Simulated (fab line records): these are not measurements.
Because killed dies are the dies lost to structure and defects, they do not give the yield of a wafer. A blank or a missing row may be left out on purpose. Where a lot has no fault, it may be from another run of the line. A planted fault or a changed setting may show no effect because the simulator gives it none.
Chamber matching	flow nand-harc	4 sister chambers for NHARC_A_ZERO_WELL_ETCH_19 on rie-diel-02
The step etches the open film in N2/H2, target depth 80 nm, overetch 24 nm, time 87.88 s. 30 wafers are shown with their chamber, then 12 later ones without.

== WAFERS, EACH WITH ITS CHAMBER ==
wafer	chamber	drypump-motor-current-A (A)	rf-vpp-V (V)	oes-product-au (a.u.)
L074.1	1	5.8	433.2	1.026
L074.3	2	5.6	432.9	1.003
L074.6	1	5.8	432.3	1.020
L075.2	3	4.8	433.8	0.996
L075.3	1	5.7	431.5	1.026
L075.5	0	5.5	431.8	1.020
L080.2	3	4.8	433.5	1.032
L080.3	1	5.8	431.2	1.014
L080.5	3	4.8	433.4	1.009
L081.1	2	5.6	430.9	1.011
L081.3	0	5.5	431.1	1.009
L081.5	1	5.7	432.3	1.015
L082.1	2	5.6	434.4	1.012
L082.3	3	4.8	434.5	1.022
L082.5	2	5.6	432.7	1.014
L084.3	2	5.6	432.8	1.008
L084.4	1	5.7	431.8	1.022
L084.6	2	5.6	432.2	1.006
L085.1	0	5.5	432.6	0.995
L085.2	1	5.7	431.3	1.011
L085.4	2	5.6	434.0	1.002
L087.2	2	5.6	434.4	1.010
L087.3	1	5.7	431.2	0.995
L087.5	3	4.8	433.3	1.008
L086.1	0	5.5	430.8	1.000
L086.3	2	5.6	432.6	1.004
L086.6	0	5.5	432.6	1.002
L088.2	0	5.5	431.6	1.005
L088.4	1	5.7	432.5	1.009
L088.5	2	5.6	432.2	1.014

SIGNATURES (means of the wafers above)
reading	chamber 0	chamber 1	chamber 2	chamber 3	scatter within a chamber
drypump-motor-current-A	5.500	5.733	5.600	4.800	0.0277
rf-vpp-V	431.750	431.922	432.910	433.700	0.842
oes-product-au	1.00517	1.01533	1.00840	1.01340	0.00898
Rule: distance of a wafer from a chamber = root of the sum over the readings of ((wafer's reading minus chamber's mean) / reading's scatter) squared. If the next closest chamber is less than 2 further off than the closest, the wafer can't be placed; otherwise it belongs to the closest. The scatter: take each reading less its chamber's mean, square it, sum over the shown wafers, divide by the number of wafers less the number of chambers, and take the root.

== WAFERS WITHOUT THEIR CHAMBER ==
wafer	drypump-motor-current-A (A)	rf-vpp-V (V)	oes-product-au (a.u.)
L089.1	5.5	430.5	0.993
L089.3	4.8	432.6	1.019
L089.6	5.6	433.8	1.025
L091.1	4.8	433.6	1.015
L091.3	5.5	433.2	0.999
L091.6	5.5	433.3	0.997
L094.1	4.8	434.3	1.008
L094.2	5.5	431.9	0.999
L094.4	4.8	433.9	0.989
L097.2	5.6	432.8	1.008
L097.4	4.8	432.6	0.995
L097.5	5.5	432.0	0.997

== EACH ONE'S CHAMBER ==
wafer	from the rows above	in truth
L089.1	0	0
L089.3	3	3
L089.6	2	2
L091.1	3	3
L091.3	can't be placed: 0 or 2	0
L091.6	can't be placed: 0 or 2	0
L094.1	3	3
L094.2	0	0
L094.4	3	3
L097.2	2	2
L097.4	3	3
L097.5	0	0
Correct placement for 10 of the 12. Cannot be placed on the basis of these rows: 2; the candidates contain the true chamber in 2. Number placed wrongly: 0.
